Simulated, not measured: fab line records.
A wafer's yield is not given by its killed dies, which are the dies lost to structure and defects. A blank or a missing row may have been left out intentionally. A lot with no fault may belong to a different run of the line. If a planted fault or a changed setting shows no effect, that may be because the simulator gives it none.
Chamber matching ; flow n5 finfet ; N5_BEOL_M6_DESCUM_16 on rie diel-03 has 4 sister chambers
The step chemistry O2, time 7.9 s. 18 wafers are shown with their chamber, then 9 later ones without.

WAFERS, EACH WITH ITS CHAMBER
wafer;chamber;drypump motor current A (A);throttle valve pct (%);showerhead plenum p Torr (Torr)
L077.2;3;5.43;20.62;2.15
L077.3;2;4.95;20.50;2.24
L077.5;3;5.44;20.62;2.15
L076.3;0;5.85;19.84;2.13
L076.4;2;4.93;20.50;2.24
L076.5;0;5.84;19.85;2.13
L078.3;0;5.83;19.84;2.13
L078.4;3;5.43;20.61;2.15
L078.6;2;4.95;20.50;2.24
L085.1;1;5.83;20.38;2.15
L085.2;3;5.44;20.64;2.14
L085.6;2;4.94;20.53;2.23
L090.1;0;5.82;19.87;2.13
L090.2;1;5.83;20.40;2.15
L090.4;2;4.93;20.54;2.23
L089.2;0;5.84;19.89;2.12
L089.4;3;5.45;20.67;2.14
L089.5;2;4.93;20.56;2.22

SIGNATURES, as means of the wafers listed above
reading;chamber 0;chamber 1;chamber 2;chamber 3;scatter within a chamber
drypump motor current A;5.8360;5.8300;4.9383;5.4380;0.00957
throttle valve pct;19.8580;20.3900;20.5217;20.6320;0.0234
showerhead plenum p Torr;2.1280;2.1500;2.2333;2.1460;0.00617
Rule: for a wafer and a chamber, the distance is found by dividing, reading by reading, the gap between the wafer's reading and the chamber's mean by the reading's scatter, squaring, summing and taking the root. The wafer belongs to the nearest chamber; if the next one is less than 2 further off, it can't be placed. How the scatter is found: for the shown wafers, subtract from each reading the mean of its chamber, square and add these, divide the total by (wafers less chambers), then take the root.

WAFERS WHOSE CHAMBER IS MISSING
wafer;drypump motor current A (A);throttle valve pct (%);showerhead plenum p Torr (Torr)
L091.2;5.83;20.42;2.14
L091.4;4.94;20.56;2.22
L091.5;5.84;20.39;2.14
L093.1;4.96;20.57;2.22
L093.2;5.83;19.90;2.12
L093.4;5.43;20.70;2.13
L096.2;5.85;19.91;2.12
L096.3;5.43;20.69;2.13
L096.5;5.43;20.71;2.13

CHAMBER TAKEN BY EACH
wafer;from the rows above;in truth
L091.2;1;1
L091.4;2;2
L091.5;1;1
L093.1;2;2
L093.2;0;0
L093.4;3;3
L096.2;0;0
L096.3;3;3
L096.5;3;3
9 of 9 placed correctly. Number that these rows cannot place: 0. 0 placed wrongly.
